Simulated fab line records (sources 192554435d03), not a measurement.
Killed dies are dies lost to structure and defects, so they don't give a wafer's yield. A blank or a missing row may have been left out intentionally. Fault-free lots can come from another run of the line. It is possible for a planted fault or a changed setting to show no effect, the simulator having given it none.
Split-lot trial	flow n5 finfet	route with 1938 steps; 7 lots, 21 wafers read

## SPLIT DETAILS
At N5_BEOL_M13_COAT_58 (time 60 s, resist thk 89 nm), the setting spin rpm was moved away from the recipe's 1500 rpm on 8 of the 21 wafers read, by -6.1% to +6.3%. All remaining wafers had this setting at the recipe value.

## FROM THE SPLIT TO THE READING: what the file shows between them, 3 steps
- N5_BEOL_M13_COAT_04: resist thk 400 nm
- N5_BEOL_M13_EBR_06
- N5_BEOL_M13_DESCUM_15: chemistry O2, time 7.9 s

## THE READING
etch.depth nm (the simulator's own value, which no gauge read), in nm, at N5_BEOL_M13_ETCH_59 (etches BARC in N2/H2, target depth 89 nm, overetch 26.7 nm, time 67.9 s). The file does not state a usual value for it. Across the 13 wafers here that went through the recipe, the average is 88.77 nm and the standard deviation 0.34 nm.

wafer	tool, chamber at the split	spin rpm as run, rpm	against the recipe	etch.depth nm, nm	against lot-mates on the recipe
L074.1	litho track-03, 0	1565	+4.3%	86.57	-1.78
L074.2	litho track-03, 0	1565	+4.3%	86.42	-1.93
L074.5	litho track-03, 0	1500	recipe	88.35	-
L076.1	litho track-04, 0	1500	recipe	88.42	-
L076.4	litho track-04, 0	1562	+4.1%	86.85	-1.59
L076.5	litho track-04, 0	1500	recipe	88.46	-
L079.2	litho track-04, 0	1408	-6.1%	91.48	+2.51
L079.3	litho track-04, 0	1500	recipe	88.97	-
L079.5	litho track-04, 0	1408	-6.1%	91.91	+2.94
L086.2	litho track-01, 0	1590	+6.0%	87.05	-2.46
L086.3	litho track-01, 0	1500	recipe	89.51	-
L086.5	litho track-01, 0	1590	+6.0%	86.87	-2.64
L087.1	litho track-04, 0	1500	recipe	88.96	-
L087.2	litho track-04, 0	1500	recipe	88.91	-
L087.6	litho track-04, 0	1500	recipe	88.81	-
L090.3	litho track-03, 0	1500	recipe	89.01	-
L090.5	litho track-03, 0	1500	recipe	88.81	-
L090.6	litho track-03, 0	1500	recipe	89.03	-
L094.1	litho track-04, 0	1500	recipe	88.47	-
L094.3	litho track-04, 0	1595	+6.3%	86.13	-2.24
L094.6	litho track-04, 0	1500	recipe	88.26	-

FIT RESULTS
A straight line over all 21 wafers: etch.depth nm changes by -0.426 nm for each +1% of spin rpm; r = -0.96; the points scatter about the line by 0.42 nm.
The same after taking each lot's own level away (the mean of its wafers on the recipe; 21 wafers): -0.419 nm for each +1%; r = -0.99; scatter 0.15 nm.
The reading moves by 2.7 nm for the largest change in spin rpm, on that fit.
The lots' own levels span 88.350 to 89.510 nm, that is 3.4 times the standard deviation above.
Hence the lot-to-lot level has little effect on the slope; both slopes agree.
Check: with one of the wafers moved furthest among these (+6.3%) left out of the fit, the line predicts -2.71 nm for it against its lot-mates. It came out at -2.24 nm against them.

## FURTHER SPLITS ON THESE WAFERS
These wafers also went through other splits before the reading. Each is held against what the fit with the lots' levels taken away leaves over:
other split on the same wafers	wafers away from the commonest value	r with etch.depth nm (lot level and that fit taken away)
N5_BEOL_M11_COAT_59 spin rpm	3	-0.01
N5_BEOL_M11_TRENCH_ETCH_37 bias w	5	+0.18
N5_BEOL_M12_DEP_53 time s	6	+0.04

## THE WHOLE CHAIN: every reading that the file lists as answering this split, in the file's order
step	what it does	reading	change (the file's fit)	r (the file's)
N5_BEOL_M13_COAT_58	time 60 s, resist thk 89 nm	BARC_of_BEOL_M13_COAT_58.thk nm (the simulator's own value, which no gauge read)	-0.407 nm for each +1% of the setting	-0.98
N5_BEOL_M13_ETCH_59	etches BARC in N2/H2, target depth 89 nm, overetch 26.7 nm, time 67.9 s	etch.depth nm (the simulator's own value, which no gauge read)	-0.406 nm for each +1% of the setting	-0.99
N5_BEOL_M13_STRIP_64	strips in N2/H2	strip time to endpoint s	withheld for each +1% of the setting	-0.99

## THE FILE'S OWN FIT
etch.depth nm changes by -0.406 nm for each +1% of spin rpm, r = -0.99.
